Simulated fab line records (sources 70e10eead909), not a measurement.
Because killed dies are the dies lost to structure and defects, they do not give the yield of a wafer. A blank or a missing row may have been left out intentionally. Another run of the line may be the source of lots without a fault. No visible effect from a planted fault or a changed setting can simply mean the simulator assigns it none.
fab line records    flow nand-harc
record lots=7  wafers=21  last-day=33
route steps=1302 shown A_CHANNEL_HOLE_D2@586
lots with no fault: from the same line, run without faults
start-h: hours from the record's first day to the start of the lot's first wafer shown    wait-h: hours elapsed since this lot's preceding step    " identical to the entry in the row above    L1.1+2: a row that stands for several wafers    - value missing, or start not given    * or withheld: withheld    < > ~ a bound
route shown NAME@n: names a module that has steps shown in the file, with the first one's number in the route    usual: mean and standard deviation over wafers with no fault    same: alike in all rows    chamber/n: place in a boat    sites: per-site readings    _std_site: standard deviation across them    _edge_site: outer sites' mean less inner sites'    radius-mm: for every site, how far away it sits from the centre of the wafer    mask NAME#n: copy n    behind: the most recent tool/chamber to have shaped the wafer    hold: the reason the lot was held/the length of the hold in hours/how it ended    device: whichever transistor did not switch (one of n, p or np)    end of line: the same wafers' tests at the end of the route    where a step has no rows: the recipe by itself    killed: the dies lost at the first sort to structure and to defects; this is not the yield of the wafer    map: shows each die of a wafer: x if killed, . if not, _ if none is there
set.NAME: the setting as run; set.NAME@STEP: as run at that earlier step    model.NAME: the simulator's own value behind a step, which no gauge read
lots at some steps of the route; a table a step, a row a wafer
services: from which hour (start-h, from the record's first day; less than 0 if before it) a tool's chamber was out of use, for how many hours, and why
## steps
# step NHARC_A_CHANNEL_HOLE_D2_ETCH_38
# recipe target-depth-a=390  over-etch-frac=0.3  time-s=65  ion-energy-ev=80  cf4-flow-sccm=150  ar-flow-sccm=0  rf-w=300  bias-w=100  chemistry=CF4
# step NHARC_A_CHANNEL_HOLE_D2_ETCH_39
# recipe target-depth-a=2600  over-etch-frac=0.3  time-s=325  ion-energy-ev=200  n2-flow-sccm=150  h2-flow-sccm=150  ar-flow-sccm=0  rf-w=400  bias-w=150  chemistry=N2/H2
# step NHARC_A_CHANNEL_HOLE_D2_ETCH_34
# recipe target-depth-a=1540  time-s=77  cf4-flow-sccm=100  chf3-flow-sccm=30  ar-flow-sccm=0  rf-w=500  bias-w=200  chemistry=CF4/CHF3
# usual bias-w=200.0/0.54  cf4-flow-sccm=100.0/0.31  drypump-motor-current-A=5.7/0.46  oes-product-au=0.962/0.019  rf-vpp-V=370.5/2.9  showerhead-plenum-p-Torr=1.57/0.082  throttle-valve-pct=16.803/0.0093
lot.wafer  tool         chamber  start-h  wait-h  bias-w  cf4-flow-sccm  drypump-motor-current-A  oes-product-au  rf-hours-counter-h  rf-vpp-V  showerhead-plenum-p-Torr  throttle-valve-pct
L824.2     rie-diel-08  3        -        -       199.4   99.7           6.7                      0.960           5.6                 366.4     1.48                      16.804
L824.1     "            1        "        "       200.4   100.3          5.7                      0.977           5.1                 368.5     1.47                      16.808
L824.6     "            3        "        "       199.2   100.1          6.7                      0.959           -                   367.3     1.48                      16.819
L823.2     rie-diel-08  1        -        -       199.8   99.2           5.8                      0.973           6.5                 367.2     1.47                      16.804
L823.1     "            2        "        "       200.1   100.2          6.0                      0.967           6.1                 366.1     1.47                      16.804
L823.5     "            0        "        "       199.8   99.9           5.6                      0.963           -                   371.2     1.63                      16.794
L835.4     rie-diel-03  1        -        -       200.3   100.0          5.7                      0.967           6.7                 366.4     1.47                      16.795
L835.1     "            3        "        "       200.1   100.0          6.3                      0.957           5.7                 372.4     1.60                      16.816
L835.2     "            0        "        "       199.7   100.3          4.9                      0.966           4.7                 371.5     1.60                      16.789
L836.3     rie-diel-07  2        -        -       199.5   100.4          5.7                      0.967           6.1                 373.1     1.68                      16.809
L836.4     "            3        "        "       200.3   99.8           5.8                      0.978           6.3                 372.6     1.68                      16.807
L836.6     "            1        "        "       199.6   100.1          5.4                      0.957           -                   374.3     1.65                      16.807
L837.1     rie-diel-08  3        -        -       200.1   99.5           6.7                      0.986           2.7                 367.3     1.47                      16.812
L837.2     "            2        "        "       199.6   99.9           5.9                      0.967           2.0                 366.9     1.47                      16.801
L837.5     "            0        "        "       198.9   100.3          5.6                      0.974           -                   371.4     1.62                      16.811
L845.4     rie-diel-07  1        -        -       199.9   99.9           5.4                      0.960           3.6                 372.8     1.65                      16.791
L845.6     "            3        "        "       198.5   100.0          5.8                      0.973           -                   373.9     1.68                      16.799
L845.5     "            0        "        "       200.9   100.2          5.2                      0.956           -                   370.5     1.58                      16.789
L846.2     rie-diel-08  1        -        -       200.0   99.9           5.8                      0.961           7.8                 366.7     1.47                      16.807
L846.3     "            2        "        "       200.8   100.1          6.0                      0.953           6.7                 366.1     1.47                      16.812
L846.4     "            3        "        "       199.2   99.9           6.7                      0.942           6.7                 368.0     1.47                      16.808
# step NHARC_A_CHANNEL_HOLE_D2_ETCH_16
# recipe target-depth-a=31000  over-etch-frac=0.3  time-s=806  ion-energy-ev=150  o2-flow-sccm=400  cos-flow-sccm=20  ar-flow-sccm=0  rf-w=500  bias-w=300  chemistry=O2/COS
# step NHARC_A_CHANNEL_HOLE_D2_CD_MEAS_18
# usual cd-nm=99.4/1.7
lot.wafer  tool       chamber  start-h  wait-h  cd-nm
L824.1     cd-sem-02  -        288.38   -       103.0
L824.2     "          -        "        "       101.2
L824.6     "          -        "        "       102.2
L823.1     cd-sem-02  -        313.12   -       101.7
L823.2     "          -        "        "       101.4
L823.5     "          -        "        "       99.8
L835.1     cd-sem-03  -        412.67   -       102.4
L835.2     "          -        "        "       101.1
L835.4     "          -        "        "       100.2
L836.3     cd-sem-01  -        413.78   -       99.5
L836.4     "          -        "        "       100.6
L836.6     "          -        "        "       98.5
L837.1     cd-sem-01  -        439.83   -       98.8
L837.2     "          -        "        "       98.6
L837.5     "          -        "        "       98.6
L845.4     cd-sem-03  -        514.07   -       98.3
L845.5     "          -        "        "       98.6
L845.6     "          -        "        "       98.0
L846.2     cd-sem-03  -        527.52   -       101.2
L846.3     "          -        "        "       100.1
L846.4     "          -        "        "       98.7
# step NHARC_A_CHANNEL_HOLE_D2_ETCH_19
# recipe bias-v=1200  source-w=2500  pressure-mtorr=15  time-s=34.5  ar-flow-sccm=375  c4f8-flow-sccm=28.8  o2-flow-sccm=96.2  temp-c=-20  target-depth-a=*  chemistry=C4F8/O2/Ar
# usual bias-v=1199/10  c4f8-flow-sccm=28.80/0.081  drypump-motor-current-A=5.9/0.52  showerhead-plenum-p-Torr=3.72/0.15  throttle-valve-pct=37.039/0.0082
lot.wafer  tool         chamber  start-h  wait-h  bias-v  c4f8-flow-sccm  drypump-motor-current-A  rf-hours-counter-h  showerhead-plenum-p-Torr  throttle-valve-pct
L824.2     har-etch-02  1        288.46   0.1     1188    28.91           5.0                      340                 3.62                      37.036
L824.1     "            0        "        "       1211    28.81           5.9                      355                 3.65                      37.025
L824.6     "            0        "        "       1206    28.86           5.8                      -                   3.65                      37.043
L823.2     har-etch-01  1        313.19   0.1     1210    28.85           5.9                      168                 3.63                      37.039
L823.1     "            0        "        "       1210    28.71           6.5                      168                 3.73                      37.022
L823.5     "            1        "        "       1213    28.93           5.9                      -                   3.63                      37.039
L835.1     har-etch-01  1        414.51   1.8     1188    28.72           6.0                      233                 3.59                      37.040
L835.2     "            0        "        "       1198    28.71           6.5                      233                 3.70                      37.038
L835.4     "            0        "        "       1201    28.77           6.5                      -                   3.70                      37.046
L836.3     har-etch-02  0        416.76   3.0     1193    28.73           5.8                      -                   3.98                      37.045
L836.4     "            1        "        "       1206    28.87           5.0                      -                   3.98                      37.045
L836.6     "            0        "        "       1206    28.75           5.9                      -                   3.98                      37.045
L837.2     har-etch-02  0        439.91   0.1     1204    28.67           5.9                      23                  3.97                      37.049
L837.1     "            1        "        "       1190    28.89           5.0                      23                  3.97                      37.044
L837.5     "            1        "        "       1178    28.73           5.0                      -                   3.97                      37.032
L845.4     har-etch-01  0        514.17   0.1     1209    28.87           6.5                      -                   3.66                      37.027
L845.5     "            0        "        "       1209    28.91           6.4                      -                   3.66                      37.026
L845.6     "            1        "        "       1191    28.91           5.9                      -                   3.56                      37.039
L846.2     har-etch-01  1        527.61   0.1     1202    28.85           6.0                      298                 3.55                      37.029
L846.4     "            0        "        "       1175    28.76           6.4                      -                   3.66                      37.043
L846.3     "            1        "        "       1207    28.82           5.9                      -                   3.55                      37.025
# step NHARC_A_CHANNEL_HOLE_D2_ETCH_20
# recipe bias-v=3000  source-w=withheld  pressure-mtorr=20  time-s=361.9  ar-flow-sccm=375  c4f8-flow-sccm=89.3  o2-flow-sccm=35.7  temp-c=-20  target-depth-a=16000  chemistry=C4F8/O2/Ar
# step NHARC_A_CHANNEL_HOLE_D2_ETCH_21
# recipe bias-v=3000  source-w=withheld  pressure-mtorr=20  time-s=514.3  ar-flow-sccm=375  c4f8-flow-sccm=89.3  o2-flow-sccm=35.7  temp-c=-20  target-depth-a=16000  chemistry=C4F8/O2/Ar
# usual c4f8-flow-sccm=89.31/0.27  chamber-pressure-mTorr=20.001/0.02  drypump-motor-current-A=5.9/0.52  showerhead-plenum-p-Torr=3.68/0.14  throttle-valve-pct=32.156/0.0085
lot.wafer  tool         chamber  start-h  wait-h  c4f8-flow-sccm  chamber-pressure-mTorr  drypump-motor-current-A  rf-hours-counter-h  showerhead-plenum-p-Torr  throttle-valve-pct
L824.2     har-etch-02  1        288.88   0.3     89.00           19.961                  5.0                      340                 3.58                      32.156
L824.1     "            0        "        "       89.03           20.013                  5.9                      356                 3.61                      32.146
L824.6     "            0        "        "       89.15           19.995                  5.8                      -                   3.61                      32.172
L823.2     har-etch-01  1        313.62   0.3     89.17           19.997                  5.9                      169                 3.59                      32.170
L823.1     "            0        "        "       89.32           19.992                  6.4                      169                 3.69                      32.157
L823.5     "            1        "        "       89.72           20.003                  5.9                      -                   3.59                      32.146
L835.1     har-etch-01  1        414.93   0.3     89.28           20.040                  5.9                      234                 3.55                      32.162
L835.2     "            0        "        "       89.15           19.988                  6.5                      234                 3.66                      32.162
L835.4     "            0        "        "       89.25           19.932                  6.5                      -                   3.66                      32.155
L836.3     har-etch-02  0        417.30   0.3     89.10           19.973                  5.8                      -                   3.93                      32.155
L836.4     "            1        "        "       89.46           20.021                  5.0                      -                   3.93                      32.178
L836.6     "            0        "        "       89.19           20.001                  5.8                      -                   3.93                      32.150
L837.2     har-etch-02  0        440.33   0.3     89.39           20.028                  5.9                      23                  3.92                      32.163
L837.1     "            1        "        "       88.96           19.999                  5.0                      23                  3.92                      32.161
L837.5     "            1        "        "       89.71           19.972                  5.0                      -                   3.92                      32.152
L845.4     har-etch-01  0        514.71   0.3     89.29           19.978                  6.5                      -                   3.62                      32.161
L845.5     "            0        "        "       89.52           20.022                  6.5                      -                   3.62                      32.149
L845.6     "            1        "        "       89.33           19.969                  5.9                      -                   3.52                      32.160
L846.2     har-etch-01  1        528.09   0.3     89.60           20.009                  6.0                      299                 3.52                      32.146
L846.4     "            0        "        "       89.19           20.009                  6.5                      -                   3.62                      32.159
L846.3     "            1        "        "       89.02           20.005                  6.0                      -                   3.52                      32.154
# step NHARC_A_CHANNEL_HOLE_D2_ETCH_22
# recipe bias-v=3000  source-w=withheld  pressure-mtorr=20  time-s=666.7  ar-flow-sccm=375  c4f8-flow-sccm=89.3  o2-flow-sccm=35.7  temp-c=-20  target-depth-a=16000  chemistry=C4F8/O2/Ar
# usual c4f8-flow-sccm=89.28/0.27  chamber-pressure-mTorr=20.000/0.019  drypump-motor-current-A=5.9/0.52  showerhead-plenum-p-Torr=3.68/0.14  throttle-valve-pct=32.155/0.0096
lot.wafer  tool         chamber  start-h  wait-h  c4f8-flow-sccm  chamber-pressure-mTorr  drypump-motor-current-A  rf-hours-counter-h  showerhead-plenum-p-Torr  throttle-valve-pct
L824.2     har-etch-02  1        289.32   0.4     88.95           19.988                  4.9                      341                 3.58                      32.167
L824.1     "            0        "        "       89.20           19.984                  5.8                      356                 3.61                      32.151
L824.6     "            0        "        "       89.30           20.014                  5.9                      -                   3.61                      32.169
L823.2     har-etch-01  1        314.06   0.4     89.16           20.024                  6.0                      169                 3.59                      32.143
L823.1     "            0        "        "       89.43           20.008                  6.4                      169                 3.69                      32.137
L823.5     "            1        "        "       89.74           20.008                  6.0                      -                   3.59                      32.161
L835.1     har-etch-01  1        415.38   0.4     89.38           20.030                  6.0                      234                 3.55                      32.160
L835.2     "            0        "        "       89.42           20.005                  6.5                      234                 3.66                      32.166
L835.4     "            0        "        "       89.14           20.003                  6.4                      -                   3.66                      32.156
L836.3     har-etch-02  0        417.79   0.4     89.25           20.029                  5.8                      -                   3.93                      32.169
L836.4     "            1        "        "       89.43           19.999                  5.0                      -                   3.93                      32.130
L836.6     "            0        "        "       89.43           20.018                  5.8                      -                   3.93                      32.163
L837.2     har-etch-02  0        440.78   0.4     89.11           19.964                  5.8                      24                  3.92                      32.152
L837.1     "            1        "        "       89.34           20.053                  5.0                      24                  3.92                      32.159
L837.5     "            1        "        "       89.46           20.008                  5.0                      -                   3.92                      32.144
L845.4     har-etch-01  0        515.19   0.4     89.26           19.991                  6.5                      -                   3.62                      32.154
L845.5     "            0        "        "       89.28           20.005                  6.5                      -                   3.62                      32.155
L845.6     "            1        "        "       89.34           20.004                  5.9                      -                   3.52                      32.162
L846.2     har-etch-01  1        528.55   0.4     89.29           20.003                  6.0                      299                 3.52                      32.161
L846.4     "            0        "        "       88.77           20.018                  6.5                      -                   3.62                      32.144
L846.3     "            1        "        "       89.55           20.021                  5.9                      -                   3.52                      32.173
# step NHARC_A_CHANNEL_HOLE_D2_ETCH_23
# recipe bias-v=5000  source-w=withheld  pressure-mtorr=20  time-s=819  ar-flow-sccm=375  c4f8-flow-sccm=89.3  o2-flow-sccm=35.7  temp-c=-20  target-depth-a=16000  chemistry=C4F8/O2/Ar
# step NHARC_A_CHANNEL_HOLE_D2_ETCH_24
# recipe bias-v=5000  source-w=withheld  pressure-mtorr=20  time-s=906.2  ar-flow-sccm=375  c4f8-flow-sccm=93.8  o2-flow-sccm=31.2  temp-c=-20  target-depth-a=15000  chemistry=C4F8/O2/Ar
# step NHARC_A_CHANNEL_HOLE_D2_ETCH_25
# recipe bias-v=5000  source-w=withheld  pressure-mtorr=20  time-s=1040.2  ar-flow-sccm=375  c4f8-flow-sccm=93.8  o2-flow-sccm=31.2  temp-c=-20  target-depth-a=15000  chemistry=C4F8/O2/Ar
# usual c4f8-flow-sccm=93.81/0.27  chamber-pressure-mTorr=19.999/0.019  drypump-motor-current-A=5.9/0.52  showerhead-plenum-p-Torr=3.67/0.14  throttle-valve-pct=32.236/0.0098
lot.wafer  tool         chamber  start-h  wait-h  c4f8-flow-sccm  chamber-pressure-mTorr  drypump-motor-current-A  rf-hours-counter-h  showerhead-plenum-p-Torr  throttle-valve-pct
L824.2     har-etch-02  1        291.37   0.7     93.75           20.025                  5.0                      343                 3.57                      32.232
L824.1     "            0        "        "       93.72           20.011                  5.9                      358                 3.61                      32.225
L824.6     "            0        "        "       93.70           19.997                  5.8                      -                   3.61                      32.238
L823.2     har-etch-01  1        316.07   0.6     93.76           19.975                  6.0                      171                 3.58                      32.241
L823.1     "            0        "        "       93.82           20.000                  6.4                      171                 3.69                      32.226
L823.5     "            1        "        "       94.24           19.992                  6.0                      -                   3.58                      32.226
L835.1     har-etch-01  1        417.39   0.6     93.71           20.010                  5.9                      236                 3.55                      32.233
L835.2     "            0        "        "       93.65           20.009                  6.5                      236                 3.65                      32.254
L835.4     "            0        "        "       93.75           20.005                  6.5                      -                   3.65                      32.227
L836.3     har-etch-02  0        419.92   0.7     93.59           20.000                  5.9                      -                   3.92                      32.245
L836.4     "            1        "        "       93.49           19.981                  5.0                      -                   3.92                      32.211
L836.6     "            0        "        "       94.15           19.999                  5.8                      -                   3.92                      32.215
L837.2     har-etch-02  0        442.78   0.6     93.90           19.996                  5.8                      26                  3.91                      32.234
L837.1     "            1        "        "       93.95           19.988                  5.0                      26                  3.91                      32.234
L837.5     "            1        "        "       93.85           19.992                  5.0                      -                   3.91                      32.234
L845.4     har-etch-01  0        517.31   0.7     93.92           19.985                  6.5                      -                   3.62                      32.228
L845.5     "            0        "        "       94.00           19.974                  6.5                      -                   3.62                      32.239
L845.6     "            1        "        "       93.66           20.003                  6.0                      -                   3.52                      32.253
L846.2     har-etch-01  1        530.64   0.7     93.49           19.997                  5.9                      301                 3.51                      32.232
L846.4     "            0        "        "       93.66           19.979                  6.5                      -                   3.62                      32.239
L846.3     "            1        "        "       93.41           20.001                  5.9                      -                   3.51                      32.243
# step NHARC_A_CHANNEL_HOLE_D2_ETCH_26
# recipe bias-v=300  source-w=2000  pressure-mtorr=30  time-s=224.1  ar-flow-sccm=375  c4f8-flow-sccm=11.4  o2-flow-sccm=113.6  temp-c=-20  target-depth-a=3000  chemistry=C4F8/O2/Ar
# usual bias-v=300.0/2.9  c4f8-flow-sccm=11.40/0.037  drypump-motor-current-A=5.9/0.52  showerhead-plenum-p-Torr=3.72/0.15  throttle-valve-pct=24.585/0.0099
lot.wafer  tool         chamber  start-h  wait-h  bias-v  c4f8-flow-sccm  drypump-motor-current-A  rf-hours-counter-h  showerhead-plenum-p-Torr  throttle-valve-pct
L824.2     har-etch-02  1        292.25   0.7     302.3   11.40           5.0                      344                 3.62                      24.576
L824.1     "            0        "        "       299.6   11.44           5.9                      359                 3.65                      24.587
L824.6     "            0        "        "       298.4   11.40           5.9                      -                   3.65                      24.583
L823.2     har-etch-01  1        316.95   0.7     300.9   11.39           5.9                      172                 3.63                      24.603
L823.1     "            0        "        "       301.8   11.42           6.4                      172                 3.74                      24.597
L823.5     "            1        "        "       301.7   11.44           6.0                      -                   3.63                      24.577
L835.1     har-etch-01  1        418.26   0.7     -       -               -                        -                   -                         -
L835.2     "            0        "        "       -       -               -                        -                   -                         -
L835.4     "            0        "        "       -       -               -                        -                   -                         -
L836.3     har-etch-02  0        420.57   0.5     -       -               -                        -                   -                         -
L836.4     "            1        "        "       -       -               -                        -                   -                         -
L836.6     "            0        "        "       -       -               -                        -                   -                         -
L837.2     har-etch-02  0        443.65   0.7     -       -               -                        -                   -                         -
L837.1     "            1        "        "       -       -               -                        -                   -                         -
L837.5     "            1        "        "       -       -               -                        -                   -                         -
L845.4     har-etch-01  0        517.97   0.5     302.1   11.39           6.5                      -                   3.66                      24.581
L845.5     "            0        "        "       295.9   11.40           6.4                      -                   3.66                      24.603
L845.6     "            1        "        "       303.1   11.41           5.9                      -                   3.56                      24.587
L846.2     har-etch-01  1        531.40   0.6     299.0   11.41           5.9                      302                 3.55                      24.606
L846.4     "            0        "        "       301.8   11.37           6.5                      -                   3.66                      24.577
L846.3     "            1        "        "       302.2   11.40           5.9                      -                   3.55                      24.587
# step NHARC_A_CHANNEL_HOLE_D2_ETCH_27
# recipe bias-v=400  source-w=2000  pressure-mtorr=25  time-s=90  ar-flow-sccm=375  c4f8-flow-sccm=41.7  o2-flow-sccm=83.3  temp-c=-20  target-depth-a=4000  chemistry=C4F8/O2/Ar
## services
tool         chamber  start-h  hours  kind
rie-diel-07  3        270.95   13.2   repair
rie-diel-03  -        281.30   9.0    pm
rie-diel-08  2        290.72   15.0   repair
rie-diel-07  -        294.20   9.0    pm
rie-diel-03  0        297.68   25.2   repair
rie-diel-08  -        367.80   9.0    pm
har-etch-02  -        382.53   17.0   pm
har-etch-02  0        382.53   17.0   vent-cycle
har-etch-02  1        382.53   17.0   vent-cycle
rie-diel-07  0        389.59   10.0   repair
rie-diel-08  0        395.96   7.0    repair
har-etch-02  0        399.53   -      clean
har-etch-02  0        399.53   -      consumable-replace:focus-ring
har-etch-02  0        399.53   -      consumable-replace:showerhead
har-etch-02  1        399.53   -      clean
har-etch-02  1        399.53   -      consumable-replace:focus-ring
har-etch-02  1        399.53   -      consumable-replace:showerhead
rie-diel-07  1        422.56   5.5    repair
har-etch-01  -        431.52   1.5    repair
rie-diel-07  2        432.50   20.1   repair
rie-diel-07  0        445.54   1.3    repair
rie-diel-08  3        452.18   3.8    repair
rie-diel-03  -        458.30   9.0    pm
rie-diel-07  -        471.20   9.0    pm
## key
first-sign step=NHARC_A_CHANNEL_HOLE_D2_ETCH_26  reading=tool-record  direction=missing
effect none on later readings
met-at NHARC_A_CHANNEL_HOLE_D2_ETCH_26
struck-wafers L835.1,L835.2,L835.4,L836.3,L836.4,L836.6,L837.1,L837.2,L837.5
later-rows-left-out L835.1,L835.2,L835.4,L836.3,L836.4,L836.6,L837.1,L837.2,L837.5
sort-left-out L835.1,L835.2,L835.4,L836.3,L836.4,L836.6,L837.1,L837.2,L837.5
tester-left-out L835,L836,L837
onset-between 316.95 418.26
fault kind=skipped-step-whole  tool=har-etch-01,har-etch-02  chamber=-  onset-h=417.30  steps=NHARC_A_CHANNEL_HOLE_D2_ETCH_26  scope=struck-lots-only
# tester-left-out: of these lots the tester's yield and bins aren't shown, on N5 and GAA mostly nor the transistor test; their killed dies are dies lost to structure and defects alone, not to doping, threshold or leakage, so they don't give the yield
# sort-left-out: the simulated sort isn't trusted on such a fault, so these wafers' sort isn't shown, and their yield isn't known
# later-rows-left-out: the simulator's readings of these wafers behind a module that went badly wrong aren't trusted and aren't shown, but for the sort
